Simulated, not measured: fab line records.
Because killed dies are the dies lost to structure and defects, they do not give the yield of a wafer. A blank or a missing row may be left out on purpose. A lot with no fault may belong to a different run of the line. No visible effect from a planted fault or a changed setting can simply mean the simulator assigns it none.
What tool caused it? + flow nandHarc + 11 lots with 33 wafers sampled at 4 steps, on a route of 1302 steps

== WHAT EACH GAUGE READ, for each wafer ==
NHARC_P_M0_CD_MEAS_09 targets a cd of 90 nm. Usual: cdNm 90.0 nm, standard deviation 0.58.
| lot  | measured     | on       | cdNm (nm)      | flag |
|------|--------------|----------|----------------|------|
| L920 | day 6 12:14  | cdSem-03 | 90.9 90.0 90.3 |      |
| L921 | day 7 02:16  | cdSem-03 | 90.3 90.4 91.0 |      |
| L922 | day 7 05:08  | cdSem-03 | 90.4 90.6 90.4 |      |
| L923 | day 7 12:40  | cdSem-03 | 89.8 89.1 90.4 |      |
| L926 | day 8 21:05  | cdSem-03 | 89.9 89.9 90.5 |      |
| L927 | day 9 10:23  | cdSem-02 | 89.9 89.5 89.8 |      |
| L929 | day 10 12:58 | cdSem-03 | 90.9 89.5 88.5 |      |
| L934 | day 12 10:39 | cdSem-03 | 90.5 89.8 91.1 |      |
| L939 | day 14 13:17 | cdSem-03 | 90.7 93.0 91.3 |      |
| L941 | day 15 01:02 | cdSem-02 | 89.6 89.4 90.7 |      |
| L942 | day 15 12:44 | cdSem-01 | 89.8 90.1 89.2 |      |

== EACH LOT AND THE TOOL THAT RAN IT (in order: tool; ch and the chambers of the sampled wafers; start) ==
| lot  | NHARC_P_CONTACT_DESCUM_17         | NHARC_P_CONTACT_ETCH_31                      | NHARC_P_M0_PEB_07                |
|------|-----------------------------------|----------------------------------------------|----------------------------------|
| L920 | rieDiel-13 ch 0,2, day 6 08:23    | rieDiel-13 ch 0,2, day 6 12:09 or earlier    | lithoTrack-06 ch 0, day 6 12:09  |
| L921 | rieDiel-08 ch 1,2,3, day 6 22:23  | rieDiel-08 ch 0,2, day 7 02:10 or earlier    | lithoTrack-06 ch 0, day 7 02:10  |
| L922 | rieDiel-04 ch 0,2, day 7 01:13    | rieDiel-04 ch 2,3, day 7 05:04 or earlier    | lithoTrack-06 ch 0, day 7 05:04  |
| L923 | rieDiel-08 ch 1,2, day 7 08:40    | rieDiel-08 ch 1,2,3, day 7 12:35 or earlier  | lithoTrack-06 ch 0, day 7 12:35  |
| L926 | rieDiel-13 ch 0,1, day 8 16:59    | rieDiel-13 ch 1,2, day 8 21:00 or earlier    | lithoTrack-01 ch 0, day 8 21:00  |
| L927 | rieDiel-04 ch 0,1,2, day 9 06:24  | rieDiel-04 ch 1,2,3, day 9 10:19 or earlier  | lithoTrack-06 ch 0, day 9 10:19  |
| L929 | rieDiel-13 ch 0,2,3, day 10 09:05 | rieDiel-13 ch 0,1,2, day 10 12:53 or earlier | lithoTrack-04 ch 0, day 10 12:53 |
| L934 | rieDiel-13 ch 1,2,3, day 12 06:30 | rieDiel-13 ch 1,2,3, day 12 10:34 or earlier | lithoTrack-06 ch 0, day 12 10:34 |
| L939 | rieDiel-08 ch 0,2, day 14 09:08   | rieDiel-08 ch 0,2,3, day 14 13:11 or earlier | lithoTrack-06 ch 0, day 14 13:11 |
| L941 | rieDiel-08 ch 2,3, day 14 21:01   | rieDiel-08 ch 1,2,3, day 15 00:58 or earlier | lithoTrack-04 ch 0, day 15 00:58 |
| L942 | rieDiel-04 ch 0,2,3, day 15 08:36 | rieDiel-04 ch 0,2,3, day 15 12:39 or earlier | lithoTrack-04 ch 0, day 15 12:39 |
- NHARC_P_CONTACT_DESCUM_17: chemistry O2, time 3 s.
- NHARC_P_CONTACT_ETCH_31: etches the open film in CH3F/O2, target depth 30 nm, time 85.7 s.
- NHARC_P_M0_PEB_07: peb time 65 s.

== WHAT THE TOOLS THEMSELVES READ (means of the sampled wafers that have a number; where no wafer has one, the mark that the record gives instead) ==
NHARC_P_CONTACT_DESCUM_17. Usual: chamberPressureMTorr 60.00 mTorr, standard deviation 0.059; drypumpMotorCurrentA 5.7 A, standard deviation 0.34; oesProductAu 1.003 a.u., standard deviation 0.0091; rfVppV 57.8 V, standard deviation 0.93; showerheadPlenumPTorr 1.89 Torr, standard deviation 0.078; throttleValvePct 11.313 %, standard deviation 0.0089.
| lot  | tool       | chamberPressureMTorr (mTorr) | drypumpMotorCurrentA (A) | oesProductAu (a.u.) | rfVppV (V) | showerheadPlenumPTorr (Torr) | throttleValvePct (%) | flag |
|------|------------|------------------------------|--------------------------|---------------------|------------|------------------------------|----------------------|------|
| L920 | rieDiel-13 | 59.98                        | 6.0                      | 1.010               | 58.0       | 1.90                         | 11.312               |      |
| L921 | rieDiel-08 | 60.03                        | 5.8                      | 1.011               | 57.9       | 1.88                         | 11.318               |      |
| L922 | rieDiel-04 | 60.01                        | 5.5                      | 0.990               | 57.7       | 1.95                         | 11.316               |      |
| L923 | rieDiel-08 | 60.07                        | 5.7                      | 1.005               | 58.6       | 1.84                         | 11.312               |      |
| L926 | rieDiel-13 | 60.04                        | 5.2                      | 1.011               | 58.4       | 1.89                         | 11.304               |      |
| L927 | rieDiel-04 | 59.97                        | 5.5                      | 1.000               | 58.5       | 1.91                         | 11.312               |      |
| L929 | rieDiel-13 | 59.96                        | 6.0                      | 1.009               | 58.3       | 1.90                         | 11.307               |      |
| L934 | rieDiel-13 | 59.96                        | 5.8                      | 1.006               | 57.7       | 1.84                         | 11.315               |      |
| L939 | rieDiel-08 | 59.98                        | 5.8                      | 0.997               | 57.5       | 1.92                         | 11.318               |      |
| L941 | rieDiel-08 | 59.97                        | 6.0                      | 1.001               | 57.7       | 1.93                         | 11.309               |      |
| L942 | rieDiel-04 | 59.96                        | 5.7                      | 1.002               | 57.4       | 1.90                         | 11.318               |      |

NHARC_P_CONTACT_ETCH_31. Usual: chamberPressureMTorr 24.999 mTorr, standard deviation 0.023; drypumpMotorCurrentA 5.7 A, standard deviation 0.36; oesProductAu 0.985 a.u., standard deviation 0.011; rfVppV 244.0 V, standard deviation 1.5; showerheadPlenumPTorr 2.43 Torr, standard deviation 0.098; throttleValvePct 20.663 %, standard deviation 0.0091.
| lot  | tool       | chamberPressureMTorr (mTorr) | drypumpMotorCurrentA (A) | oesProductAu (a.u.) | rfVppV (V) | showerheadPlenumPTorr (Torr) | throttleValvePct (%) | flag |
|------|------------|------------------------------|--------------------------|---------------------|------------|------------------------------|----------------------|------|
| L920 | rieDiel-13 | 25.010                       | 5.8                      | 0.983               | 245.7      | 2.52                         | 20.670               |      |
| L921 | rieDiel-08 | 25.026                       | 5.9                      | 0.993               | 244.4      | 2.46                         | 20.663               |      |
| L922 | rieDiel-04 | 25.008                       | 5.5                      | 0.991               | 243.6      | 2.45                         | 20.663               |      |
| L923 | rieDiel-08 | 24.990                       | 5.8                      | 0.965               | 243.8      | 2.41                         | 20.667               |      |
| L926 | rieDiel-13 | 24.988                       | 5.5                      | 0.995               | 243.5      | 2.36                         | 20.662               |      |
| L927 | rieDiel-04 | 25.007                       | 5.7                      | 0.986               | 244.0      | 2.39                         | 20.657               |      |
| L929 | rieDiel-13 | 25.019                       | 5.6                      | 0.974               | 243.8      | 2.44                         | 20.662               |      |
| L934 | rieDiel-13 | 24.999                       | 5.8                      | 0.982               | 242.7      | 2.36                         | 20.668               |      |
| L939 | rieDiel-08 | 24.974                       | 6.0                      | 0.986               | 245.4      | 2.50                         | 20.665               |      |
| L941 | rieDiel-08 | 25.027                       | 5.8                      | 0.989               | 243.6      | 2.41                         | 20.668               |      |
| L942 | rieDiel-04 | 25.012                       | 5.7                      | 0.988               | 243.8      | 2.44                         | 20.654               |      |

== THE ANSWER, worked out from the rows above alone ==
Rule: a lot counts as off when the mean over its wafers that have a number is more than 3 standard deviations away from the usual mean. Also off: a lot with no number at a reading for which 4 or more lots have one. The other lots that the step has rows for count as sound. Order of review: gauges by route order, followed by the tools' own readings, for which a lot's mean as printed above is used. At the first step where some lot is off, the reading lying furthest off is the one used; lots without a number count as furthest.
Nothing can be told from this: no lot is off at any reading shown.

== WHAT THE SIMULATOR HAD PUT IN ==
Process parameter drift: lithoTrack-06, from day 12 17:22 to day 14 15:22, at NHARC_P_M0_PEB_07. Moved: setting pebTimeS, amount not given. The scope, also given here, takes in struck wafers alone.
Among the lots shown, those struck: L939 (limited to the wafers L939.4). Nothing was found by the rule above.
